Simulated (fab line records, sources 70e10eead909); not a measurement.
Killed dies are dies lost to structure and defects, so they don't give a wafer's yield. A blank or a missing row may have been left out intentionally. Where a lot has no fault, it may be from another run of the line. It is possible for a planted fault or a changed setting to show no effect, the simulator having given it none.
Chamber matching || flow nand harc || 4 sister chambers for NHARC_A_CONTACT_ETCH_102 on rie diel-05
The step etches the open film in CF4/O2, target depth 100 nm, overetch 10 nm, time 55 s. 4 wafers are shown with their chamber, then 12 later ones without.

WAFERS PAIRED WITH THEIR CHAMBERS
{"wafer": "L090.3", "chamber": 2, "drypump motor current A (A)": 5.7}
{"wafer": "L088.4", "chamber": 1, "drypump motor current A (A)": 6.6}
{"wafer": "L088.5", "chamber": 0, "drypump motor current A (A)": 5.4}
{"wafer": "L088.6", "chamber": 3, "drypump motor current A (A)": 5.9}

WAFERS WITH NO CHAMBER GIVEN
{"wafer": "L091.3", "drypump motor current A (A)": 5.5}
{"wafer": "L091.4", "drypump motor current A (A)": 5.7}
{"wafer": "L091.6", "drypump motor current A (A)": 5.5}
{"wafer": "L092.1", "drypump motor current A (A)": 5.7}
{"wafer": "L092.2", "drypump motor current A (A)": 5.9}
{"wafer": "L092.3", "drypump motor current A (A)": 6.6}
{"wafer": "L097.2", "drypump motor current A (A)": 6.6}
{"wafer": "L097.3", "drypump motor current A (A)": 5.7}
{"wafer": "L097.6", "drypump motor current A (A)": 5.9}
{"wafer": "L096.1", "drypump motor current A (A)": 5.7}
{"wafer": "L096.2", "drypump motor current A (A)": 6.6}
{"wafer": "L096.6", "drypump motor current A (A)": 5.7}

CHAMBER TAKEN BY EACH
{"wafer": "L091.3", "from the rows above": 0, "in truth": 0}
{"wafer": "L091.4", "from the rows above": 2, "in truth": 2}
{"wafer": "L091.6", "from the rows above": 0, "in truth": 0}
{"wafer": "L092.1", "from the rows above": 2, "in truth": 2}
{"wafer": "L092.2", "from the rows above": 3, "in truth": 3}
{"wafer": "L092.3", "from the rows above": 1, "in truth": 1}
{"wafer": "L097.2", "from the rows above": 1, "in truth": 1}
{"wafer": "L097.3", "from the rows above": 2, "in truth": 2}
{"wafer": "L097.6", "from the rows above": 3, "in truth": 3}
{"wafer": "L096.1", "from the rows above": 2, "in truth": 2}
{"wafer": "L096.2", "from the rows above": 1, "in truth": 1}
{"wafer": "L096.6", "from the rows above": 2, "in truth": 2}
Correctly placed: 12 of 12. Number that these rows cannot place: 0. Placed wrongly: 0.
How it was worked out, from the rows above alone: a wafer's distance from a chamber is the root of the sum, over the readings, of the square of ((its reading less the chamber's mean) divided by the reading's scatter). The wafer belongs to the nearest chamber; if the next one is less than 2 further off, it can't be placed. Each chamber's mean is taken over the wafers shown for it. The scatter (one wafer shown for each chamber): square how far every hidden wafer sits from the nearest shown wafer, average those squares and take the square root.
